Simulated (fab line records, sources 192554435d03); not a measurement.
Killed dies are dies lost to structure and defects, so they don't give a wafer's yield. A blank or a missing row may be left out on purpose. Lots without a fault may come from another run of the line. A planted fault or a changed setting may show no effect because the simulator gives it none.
Split-lot experiment | flow n5_finfet | 7 lots, 39 wafers read, on a route of 1938 steps

THE SPLIT
At N5_MIM_TOP_ETCH_PECVD_03 (deposits SiNx from SiH4/NH3/N2, target thk 20 nm, time 17.6 s), the setting time_s was moved away from the recipe's 17.6 s on 18 of the 39 wafers read, by -53.6% to +43.0%. The other wafers ran this setting at the recipe's value.

The reading is taken at the split's own step.

THE READING
SiNx_of_MIM_TOP_ETCH_PECVD_03.thk_nm (the simulator's own value, which no gauge read), in nm, at N5_MIM_TOP_ETCH_PECVD_03 (deposits SiNx from SiH4/NH3/N2, target thk 20 nm, time 17.6 s). The file gives no usual value for it. The 21 wafers here that ran the recipe average 20.1 nm, standard deviation 0.29 nm.

wafer  | tool, chamber at the split | time_s as run, s | against the recipe | SiNx_of_MIM_TOP_ETCH_PECVD_03.thk_nm, nm | against lot-mates on the recipe
L075.1 | pecvd-02, 2                | 17.6             | recipe             | 20                                       | -
L075.2 | pecvd-02, 0,2              | 12.98            | -26.3%             | 15.2                                     | -5.1
L075.4 | pecvd-02, 0,2              | 12.98            | -26.3%             | 15.2                                     | -5.1
L075.3 | pecvd-02, 1                | 17.6             | recipe             | 20.2                                     | -
L075.5 | pecvd-02, 0                | 12.98            | -26.3%             | 15.4                                     | -4.9
L075.6 | pecvd-02, 1                | 17.6             | recipe             | 20.6                                     | -
L076.1 | pecvd-03, 2                | 17.6             | recipe             | 19.6                                     | -
L076.2 | pecvd-03, 1                | 8.167            | -53.6%             | 8.8                                      | -11.0
L076.3 | pecvd-03, 1                | 8.167            | -53.6%             | 9                                        | -10.8
L076.4 | pecvd-03, 2                | 17.6             | recipe             | 20                                       | -
L076.5 | pecvd-03, 1                | 17.6             | recipe             | 19.8                                     | -
L076.6 | pecvd-03, 2                | 8.167            | -53.6%             | 9.2                                      | -10.6
L085.1 | pecvd-01, 1                | 20.71            | +17.7%             | 23                                       | +2.9
L085.2 | pecvd-01, 0                | 17.6             | recipe             | 19.6                                     | -
L085.3 | pecvd-01, 2                | 20.71            | +17.7%             | 23.8                                     | +3.7
L085.4 | pecvd-01, 1                | 20.71            | +17.7%             | 23.4                                     | +3.3
L085.5 | pecvd-01, 2                | 17.6             | recipe             | 20.6                                     | -
L085.6 | pecvd-01, 0                | 17.6             | recipe             | 20.2                                     | -
L088.1 | pecvd-02, 1,0,0            | 17.6             | recipe             | 20.4                                     | -
L088.3 | pecvd-02, 1,0,0            | 17.6             | recipe             | 20.4                                     | -
L088.6 | pecvd-02, 1,0,0            | 17.6             | recipe             | 20.4                                     | -
L088.2 | pecvd-02, 2                | 23.79            | +35.2%             | 27                                       | +6.6
L088.4 | pecvd-02, 2,1              | 23.79            | +35.2%             | 27.4                                     | +7.0
L088.5 | pecvd-02, 2,1              | 23.79            | +35.2%             | 27.4                                     | +7.0
L090.1 | pecvd-02, 1,2              | 17.6             | recipe             | 20                                       | -
L090.4 | pecvd-02, 1,2              | 17.6             | recipe             | 20                                       | -
L090.5 | pecvd-02, 1                | 17.6             | recipe             | 20.4                                     | -
L094.1 | pecvd-01, 0                | 12.37            | -29.7%             | 13.6                                     | -6.3
L094.2 | pecvd-01, 1                | 12.37            | -29.7%             | 13.8                                     | -6.1
L094.3 | pecvd-01, 2,1              | 17.6             | recipe             | 20                                       | -
L094.6 | pecvd-01, 2,1              | 17.6             | recipe             | 20                                       | -
L094.4 | pecvd-01, 2                | 12.37            | -29.7%             | 14.4                                     | -5.5
L094.5 | pecvd-01, 0                | 17.6             | recipe             | 19.8                                     | -
L091.1 | pecvd-02, 0,2              | 25.16            | +43.0%             | 28.4                                     | +8.4
L091.2 | pecvd-02, 0,2              | 25.16            | +43.0%             | 28.4                                     | +8.4
L091.3 | pecvd-02, 1                | 17.6             | recipe             | 19.8                                     | -
L091.4 | pecvd-02, 1                | 17.6             | recipe             | 20.2                                     | -
L091.5 | pecvd-02, 2                | 25.16            | +43.0%             | 28.6                                     | +8.6
L091.6 | pecvd-02, 0                | 17.6             | recipe             | 20                                       | -
Where a row lists several chambers, the file gives one row for several wafers and doesn't say which wafer went through which chamber.

THE FIT
A straight line over all 39 wafers: SiNx_of_MIM_TOP_ETCH_PECVD_03.thk_nm changes by +0.201 nm for each +1% of time_s; r = +1.00; the points scatter about the line by 0.33 nm.
The same after taking each lot's own level away (the mean of its wafers on the recipe; 39 wafers): +0.198 nm for each +1%; r = +1.00; scatter 0.25 nm.
On that fit, the largest move of time_s shifts the reading by 11 nm.
The lots' own levels span 19.80 to 20.40 nm, that is 2.1 times the standard deviation above.
So the lot-to-lot level changes the slope little: the two slopes agree.
Check: with one of the wafers moved furthest among these (-53.6%) left out of the fit, the line predicts -10.6 nm for it against its lot-mates. It came out at -11 nm against them.

OTHER SPLITS ON THESE WAFERS
These wafers also went through other splits before the reading. Each is held against what the fit with the lots' levels taken away leaves over:
other split on the same wafers | wafers away from the commonest value | r with SiNx_of_MIM_TOP_ETCH_PECVD_03.thk_nm (lot level and that fit taken away)
N5_BEOL_M13_SPUTTER_43 time_s  | 18                                   | -0.03

THE FILE'S OWN FIT
SiNx_of_MIM_TOP_ETCH_PECVD_03.thk_nm changes by +0.198 nm for each +1% of time_s, r = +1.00.
